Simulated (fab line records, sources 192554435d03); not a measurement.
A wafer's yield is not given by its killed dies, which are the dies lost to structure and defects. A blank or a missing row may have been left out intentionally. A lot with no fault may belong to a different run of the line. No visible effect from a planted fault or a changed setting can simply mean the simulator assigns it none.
Which of the tools did it? | flow n5-finfet | Sampling: 24 lots, 72 wafers, 6 of 1938 route steps

## WHAT EACH GAUGE READ, for each wafer
The record lacks any reading of a measuring or inspecting step that a usual standard deviation could be used to judge.

## WHAT TOOL EACH LOT RAN ON (gives the tool, then ch and the chambers of the sampled wafers, and finally the start)
lot  | N5_BEOL_M3_SPUTTER_81        | N5_BEOL_M3_ANNEAL_87         | N5_BEOL_M3_ANNEAL_91         | N5_BEOL_M3_ANNEAL_93         | N5_BEOL_M3_DEP_57               | N5_BEOL_M4_ETCH_69
L074 | pvd-sputter-03, day 7 08:28  | pvd-sputter-03, day 7 08:46  | pvd-sputter-03, day 7 09:12  | pvd-sputter-03, day 7 09:25  | pecvd-03 ch 0,2, day 7 10:47    | rie-diel-06 ch 0,1,2, day 7 15:35
L076 | pvd-sputter-03, day 7 13:31  | pvd-sputter-03, day 7 13:49  | pvd-sputter-03, day 7 14:16  | pvd-sputter-03, day 7 14:29  | pecvd-02 ch 0,1, day 7 15:49    | rie-diel-06 ch 0,3, day 7 18:47
L075 | pvd-sputter-02, day 7 16:04  | pvd-sputter-02, day 7 16:22  | pvd-sputter-02, day 7 16:48  | pvd-sputter-02, day 7 17:01  | pecvd-02 ch 0,2, day 7 18:25    | rie-diel-06 ch 0,1,3, day 7 21:55
L077 | pvd-sputter-02, day 7 20:36  | pvd-sputter-02, day 7 20:54  | pvd-sputter-02, day 7 21:20  | pvd-sputter-02, day 7 21:34  | pecvd-02 ch 0,1, day 7 23:01    | rie-diel-06 ch 0,1,3, day 8 02:09
L078 | pvd-sputter-01, day 8 01:53  | pvd-sputter-01, day 8 02:11  | pvd-sputter-01, day 8 02:37  | pvd-sputter-01, day 8 02:50  | pecvd-03 ch 0,1, day 8 04:11    | rie-diel-01 ch 2,3, day 8 06:32
L079 | pvd-sputter-02, day 8 10:51  | pvd-sputter-02, day 8 11:09  | pvd-sputter-02, day 8 11:35  | pvd-sputter-02, day 8 11:49  | pecvd-03 ch 0,1,2, day 8 13:09  | rie-diel-06 ch 0,2,3, day 8 15:17
L080 | pvd-sputter-01, day 9 00:25  | pvd-sputter-01, day 9 00:43  | pvd-sputter-01, day 9 01:10  | pvd-sputter-01, day 9 01:23  | pecvd-04 ch 1,2, day 9 02:47    | rie-diel-06 ch 0,3, day 9 05:59
L082 | pvd-sputter-01, day 9 05:47  | pvd-sputter-01, day 9 06:05  | pvd-sputter-01, day 9 06:31  | pvd-sputter-01, day 9 06:44  | pecvd-02 ch 0,1, day 9 08:06    | rie-diel-01 ch 1,2,3, day 9 10:46
L081 | pvd-sputter-02, day 9 06:03  | pvd-sputter-02, day 9 06:21  | pvd-sputter-02, day 9 06:47  | pvd-sputter-02, day 9 07:01  | pecvd-02 ch 0,2, day 9 08:23    | rie-diel-03 ch 0,1,3, day 9 10:59
L083 | pvd-sputter-03, day 9 12:07  | pvd-sputter-03, day 9 12:25  | pvd-sputter-03, day 9 12:52  | pvd-sputter-03, day 9 13:05  | pecvd-03 ch 0,2, day 9 14:25    | rie-diel-06 ch 1,2, day 9 17:44
L084 | pvd-sputter-01, day 10 00:14 | pvd-sputter-01, day 10 00:32 | pvd-sputter-01, day 10 00:59 | pvd-sputter-01, day 10 01:12 | pecvd-04 ch 0,2, day 10 02:32   | rie-diel-06 ch 1,2, day 10 06:01
L085 | pvd-sputter-03, day 10 05:41 | pvd-sputter-03, day 10 05:59 | pvd-sputter-03, day 10 06:26 | pvd-sputter-03, day 10 06:39 | pecvd-04 ch 1,2, day 10 08:12   | rie-diel-01 ch 1,2,3, day 10 11:32
L086 | pvd-sputter-03, day 10 08:27 | pvd-sputter-03, day 10 08:45 | pvd-sputter-03, day 10 09:11 | pvd-sputter-03, day 10 09:25 | pecvd-02 ch 0,1, day 10 11:07   | rie-diel-01 ch 0,1,3, day 10 14:58
L087 | pvd-sputter-01, day 10 11:47 | pvd-sputter-01, day 10 12:05 | pvd-sputter-01, day 10 12:31 | pvd-sputter-01, day 10 12:44 | pecvd-04 ch 0,1, day 10 14:05   | rie-diel-01 ch 2,3, day 10 20:19
L088 | pvd-sputter-03, day 10 14:44 | pvd-sputter-03, day 10 15:02 | pvd-sputter-03, day 10 15:28 | pvd-sputter-03, day 10 15:41 | pecvd-04 ch 1,2, day 10 17:02   | rie-diel-06 ch 0,2,3, day 10 20:29
L089 | pvd-sputter-02, day 10 23:34 | pvd-sputter-02, day 10 23:52 | pvd-sputter-02, day 11 00:19 | pvd-sputter-02, day 11 00:32 | pecvd-04 ch 0,1, day 11 01:52   | rie-diel-01 ch 1,2,3, day 11 04:31
L090 | pvd-sputter-03, day 11 04:37 | pvd-sputter-03, day 11 04:55 | pvd-sputter-03, day 11 05:22 | pvd-sputter-03, day 11 05:35 | pecvd-02 ch 0,1, day 11 06:55   | rie-diel-03 ch 0,1,2, day 11 09:47
L091 | pvd-sputter-03, day 11 22:26 | pvd-sputter-03, day 11 22:44 | pvd-sputter-03, day 11 23:11 | pvd-sputter-03, day 11 23:24 | pecvd-02 ch 0,1, day 12 00:49   | rie-diel-01 ch 1,2,3, day 12 03:38
L092 | pvd-sputter-03, day 12 00:17 | pvd-sputter-03, day 12 00:35 | pvd-sputter-03, day 12 01:01 | pvd-sputter-03, day 12 01:14 | pecvd-03 ch 0,1,2, day 12 02:35 | rie-diel-06 ch 0,1,2, day 12 04:44
L093 | pvd-sputter-03, day 12 03:45 | pvd-sputter-03, day 12 04:03 | pvd-sputter-03, day 12 04:29 | pvd-sputter-03, day 12 04:43 | pecvd-03 ch 0,2, day 12 06:03   | rie-diel-06 ch 0,1, day 12 08:05
L095 | pvd-sputter-03, day 12 07:26 | pvd-sputter-03, day 12 07:44 | pvd-sputter-03, day 12 08:10 | pvd-sputter-03, day 12 08:23 | pecvd-03 ch 0,2, day 12 09:44   | rie-diel-03 ch 0,1,2, day 12 12:48
L096 | pvd-sputter-03, day 12 13:20 | pvd-sputter-03, day 12 13:38 | pvd-sputter-03, day 12 14:04 | pvd-sputter-03, day 12 14:17 | pecvd-03 ch 1,2, day 12 15:39   | rie-diel-03 ch 0,2,3, day 12 17:47
L094 | pvd-sputter-03, day 12 15:10 | pvd-sputter-03, day 12 15:28 | pvd-sputter-03, day 12 15:55 | pvd-sputter-03, day 12 16:08 | pecvd-02 ch 0,2, day 12 17:29   | rie-diel-06 ch 0,1,3, day 12 20:35
L097 | pvd-sputter-03, day 13 05:56 | pvd-sputter-03, day 13 06:14 | pvd-sputter-03, day 13 06:40 | pvd-sputter-03, day 13 06:53 | pecvd-04 ch 1,2, day 13 08:14   | rie-diel-03 ch 0,1,2, day 13 11:14
- N5_BEOL_M3_SPUTTER_81: material Cu, target thk 4.5 nm, time 8.29 s.
- N5_BEOL_M3_ANNEAL_87: time 240 s.
- N5_BEOL_M3_ANNEAL_91: time 240 s.
- N5_BEOL_M3_ANNEAL_93: time 240 s.
- N5_BEOL_M3_DEP_57: deposits SiCN from 3MS/NH3, target thk 8 nm, time 14 s.
- N5_BEOL_M4_ETCH_69: etches SiARC in CF4, target depth 15.6 nm, time 26 s.

## WHAT THE TOOLS THEMSELVES READ (means of the sampled wafers that have a number; where no wafer has one, the mark that the record gives instead)
N5_BEOL_M3_SPUTTER_81.
lot  | tool           | throttle-valve-pct (%)
L074 | pvd-sputter-03 | 30.3
L076 | pvd-sputter-03 | 30.3
L075 | pvd-sputter-02 | 28.8
L077 | pvd-sputter-02 | 28.7
L078 | pvd-sputter-01 | 29.7
L079 | pvd-sputter-02 | 29.1
L080 | pvd-sputter-01 | 30.5
L082 | pvd-sputter-01 | 30.5
L081 | pvd-sputter-02 | 29.5
L083 | pvd-sputter-03 | 30.1
L084 | pvd-sputter-01 | 30.5
L085 | pvd-sputter-03 | 29.2
L086 | pvd-sputter-03 | 30.3
L087 | pvd-sputter-01 | 30.8
L088 | pvd-sputter-03 | 30.3
L089 | pvd-sputter-02 | 29.2
L090 | pvd-sputter-03 | 28.9
L091 | pvd-sputter-03 | 30.4
L092 | pvd-sputter-03 | 30.3
L093 | pvd-sputter-03 | 29.7
L095 | pvd-sputter-03 | 30.3
L096 | pvd-sputter-03 | 30.3
L094 | pvd-sputter-03 | 29.5
L097 | pvd-sputter-03 | 30.3

N5_BEOL_M3_ANNEAL_87.
lot  | tool           | heater-power-w (W) | susceptor_temp_C_max
L074 | pvd-sputter-03 | 841                | 401.1
L076 | pvd-sputter-03 | 792                | 400.9
L075 | pvd-sputter-02 | 818                | 401.0
L077 | pvd-sputter-02 | 827                | 401.1
L078 | pvd-sputter-01 | 802                | 401.1
L079 | pvd-sputter-02 | 860                | 401.0
L080 | pvd-sputter-01 | 891                | 400.8
L082 | pvd-sputter-01 | 801                | 400.9
L081 | pvd-sputter-02 | 876                | 400.7
L083 | pvd-sputter-03 | 843                | 400.9
L084 | pvd-sputter-01 | 809                | 400.7
L085 | pvd-sputter-03 | 792                | 400.9
L086 | pvd-sputter-03 | 793                | 400.8
L087 | pvd-sputter-01 | 872                | 400.9
L088 | pvd-sputter-03 | 850                | 401.1
L089 | pvd-sputter-02 | 848                | 401.0
L090 | pvd-sputter-03 | 828                | 400.7
L091 | pvd-sputter-03 | 785                | 400.8
L092 | pvd-sputter-03 | 789                | 400.8
L093 | pvd-sputter-03 | 808                | 400.9
L095 | pvd-sputter-03 | 793                | 401.0
L096 | pvd-sputter-03 | 800                | 400.5
L094 | pvd-sputter-03 | 832                | 400.6
L097 | pvd-sputter-03 | 853                | 400.9

N5_BEOL_M3_ANNEAL_91.
lot  | tool           | heater-power-w (W) | susceptor_temp_C_max
L074 | pvd-sputter-03 | 846                | 400.6
L076 | pvd-sputter-03 | 792                | 400.7
L075 | pvd-sputter-02 | 831                | 401.0
L077 | pvd-sputter-02 | 833                | 400.8
L078 | pvd-sputter-01 | 819                | 401.2
L079 | pvd-sputter-02 | 858                | 400.9
L080 | pvd-sputter-01 | 865                | 400.8
L082 | pvd-sputter-01 | 783                | 400.8
L081 | pvd-sputter-02 | 889                | 400.8
L083 | pvd-sputter-03 | 844                | 400.7
L084 | pvd-sputter-01 | 793                | 400.7
L085 | pvd-sputter-03 | 809                | 400.7
L086 | pvd-sputter-03 | 794                | 401.0
L087 | pvd-sputter-01 | 882                | 400.8
L088 | pvd-sputter-03 | 863                | 401.1
L089 | pvd-sputter-02 | 842                | 400.8
L090 | pvd-sputter-03 | 840                | 400.8
L091 | pvd-sputter-03 | 794                | 401.1
L092 | pvd-sputter-03 | 786                | 401.1
L093 | pvd-sputter-03 | 800                | 400.9
L095 | pvd-sputter-03 | 810                | 400.5
L096 | pvd-sputter-03 | 802                | 400.8
L094 | pvd-sputter-03 | 813                | 401.0
L097 | pvd-sputter-03 | 853                | 400.7

N5_BEOL_M3_ANNEAL_93.
lot  | tool           | heater-power-w (W) | susceptor_temp_C_max
L074 | pvd-sputter-03 | 856                | 401.4
L076 | pvd-sputter-03 | 783                | 400.6
L075 | pvd-sputter-02 | 831                | 401.1
L077 | pvd-sputter-02 | 826                | 400.8
L078 | pvd-sputter-01 | 823                | 400.7
L079 | pvd-sputter-02 | 865                | 400.9
L080 | pvd-sputter-01 | 888                | 400.7
L082 | pvd-sputter-01 | 796                | 400.8
L081 | pvd-sputter-02 | 879                | 400.4
L083 | pvd-sputter-03 | 837                | 400.8
L084 | pvd-sputter-01 | 805                | 400.8
L085 | pvd-sputter-03 | 805                | 400.3
L086 | pvd-sputter-03 | 789                | 401.3
L087 | pvd-sputter-01 | 868                | 400.9
L088 | pvd-sputter-03 | 862                | 401.1
L089 | pvd-sputter-02 | 834                | 400.7
L090 | pvd-sputter-03 | 845                | 400.8
L091 | pvd-sputter-03 | 791                | 400.8
L092 | pvd-sputter-03 | 805                | 400.8
L093 | pvd-sputter-03 | 806                | 400.9
L095 | pvd-sputter-03 | 808                | 401.1
L096 | pvd-sputter-03 | 788                | 400.6
L094 | pvd-sputter-03 | 819                | 400.9
L097 | pvd-sputter-03 | 848                | 401.0

N5_BEOL_M3_DEP_57.
lot  | tool     | rf-fwd-power-W (W) | showerhead-plenum-p-Torr (Torr) | throttle-valve-pct (%)
L074 | pecvd-03 | 197.2              | 3.657                           | 8.9
L076 | pecvd-02 | 199.9              | 3.668                           | 8.9
L075 | pecvd-02 | 199.6              | 3.680                           | 8.9
L077 | pecvd-02 | 200.3              | 3.675                           | 8.9
L078 | pecvd-03 | 198.5              | 3.651                           | 8.9
L079 | pecvd-03 | 197.7              | 3.654                           | 8.8
L080 | pecvd-04 | 199.0              | 3.660                           | 8.5
L082 | pecvd-02 | 200.9              | 3.673                           | 9.2
L081 | pecvd-02 | 199.1              | 3.685                           | 8.9
L083 | pecvd-03 | 198.6              | 3.657                           | 8.9
L084 | pecvd-04 | 199.1              | 3.671                           | 9.0
L085 | pecvd-04 | 199.6              | 3.670                           | 8.7
L086 | pecvd-02 | 199.9              | 3.671                           | 8.8
L087 | pecvd-04 | 200.2              | 3.674                           | 9.0
L088 | pecvd-04 | 200.2              | 3.663                           | 8.7
L089 | pecvd-04 | 200.2              | 3.670                           | 9.0
L090 | pecvd-02 | 200.6              | 3.674                           | 9.0
L091 | pecvd-02 | 199.9              | 3.673                           | 9.0
L092 | pecvd-03 | 198.1              | 3.663                           | 9.1
L093 | pecvd-03 | 198.6              | 3.653                           | 9.0
L095 | pecvd-03 | 197.7              | 3.661                           | 8.9
L096 | pecvd-03 | 197.6              | 3.660                           | 9.1
L094 | pecvd-02 | 198.7              | 3.687                           | 8.8
L097 | pecvd-04 | 198.8              | 3.661                           | 8.5

N5_BEOL_M4_ETCH_69.
lot  | tool        | drypump-motor-current-A (A) | etch-rf-on-time-s (s) | oes-product-au (a.u.) | rf-fwd-power-W (W) | rf-vpp-V (V) | showerhead-plenum-p-Torr (Torr) | throttle-valve-pct (%)
L074 | rie-diel-06 | 5.6                         | 25.9                  | 0.68                  | 530.1              | 185.9        | 2.23                            | 15.62
L076 | rie-diel-06 | 5.3                         | 26.0                  | 0.67                  | 533.0              | 184.9        | 2.20                            | 15.75
L075 | rie-diel-06 | 5.6                         | 25.4                  | 0.71                  | 532.5              | 184.7        | 2.21                            | 15.64
L077 | rie-diel-06 | 5.7                         | 25.7                  | 0.70                  | 531.7              | 185.2        | 2.21                            | 15.65
L078 | rie-diel-01 | 5.3                         | 25.4                  | 0.61                  | 531.8              | 184.6        | 2.11                            | 15.84
L079 | rie-diel-06 | 5.5                         | 26.1                  | 0.63                  | 532.1              | 183.8        | 2.19                            | 15.87
L080 | rie-diel-06 | 5.5                         | 25.6                  | 0.65                  | 531.0              | 183.9        | 2.16                            | 15.89
L082 | rie-diel-01 | 5.7                         | 25.9                  | 0.64                  | 532.3              | 184.6        | 2.13                            | 15.65
L081 | rie-diel-03 | 5.9                         | 25.2                  | 0.77                  | 531.6              | 184.0        | 2.13                            | 15.46
L083 | rie-diel-06 | 5.7                         | 25.6                  | 0.82                  | 530.8              | 186.0        | 2.22                            | 15.38
L084 | rie-diel-06 | 5.9                         | 25.5                  | 0.77                  | 531.1              | 185.0        | 2.24                            | 15.37
L085 | rie-diel-01 | 5.7                         | 25.5                  | 0.72                  | 532.1              | 183.8        | 2.12                            | 15.50
L086 | rie-diel-01 | 6.2                         | 25.4                  | 0.70                  | 532.3              | 183.5        | 2.15                            | 15.50
L087 | rie-diel-01 | 5.4                         | 25.1                  | 0.75                  | 533.3              | 183.6        | 2.11                            | 15.54
L088 | rie-diel-06 | 5.4                         | 25.5                  | 0.71                  | 530.4              | 183.8        | 2.18                            | 15.71
L089 | rie-diel-01 | 5.7                         | 25.6                  | 0.71                  | 530.8              | 184.7        | 2.12                            | 15.50
L090 | rie-diel-03 | 5.8                         | 26.1                  | 0.73                  | 531.1              | 183.9        | 2.14                            | 15.61
L091 | rie-diel-01 | 5.7                         | 25.1                  | 0.78                  | 532.1              | 183.1        | 2.12                            | 15.37
L092 | rie-diel-06 | 5.6                         | 26.0                  | 0.72                  | 530.1              | 185.0        | 2.22                            | 15.51
L093 | rie-diel-06 | 5.4                         | 26.1                  | 0.67                  | 531.2              | 185.3        | 2.23                            | 15.62
L095 | rie-diel-03 | 5.8                         | 26.4                  | 0.72                  | 530.3              | 185.4        | 2.14                            | 15.62
L096 | rie-diel-03 | 5.6                         | 25.8                  | 0.74                  | 534.1              | 184.1        | 2.14                            | 15.50
L094 | rie-diel-06 | 5.6                         | 25.9                  | 0.66                  | 531.8              | 185.0        | 2.20                            | 15.73
L097 | rie-diel-03 | 5.7                         | 26.2                  | 0.71                  | 531.9              | 183.6        | 2.14                            | 15.64

## THE ANSWER, worked out from the rows above alone
Rule: the usual values come from the lots themselves. Put in order of their means at a reading, lots are off if they are a third of the lots or fewer, leave a main group of 4 or more, and stand apart from it by a gap of 3 or more times the standard deviation of the main group's means; of several such gaps the widest counts. A main group is skipped when, at the precision printed for the reading in the tables above, its means are all equal. A lot without any number at a reading at which 4 lots or more have one is off too. All remaining lots with rows at the step are treated as sound. Order of review: gauges by route order, followed by the tools' own readings, for which a lot's mean as printed above is used. The first step at which some lot is off is used, and at that step the reading that is off furthest; a lot without a number counts as furthest.
None of the lots is off at any reading shown; this tells nothing.

## WHAT HAD BEEN PUT IN BY THE SIMULATOR
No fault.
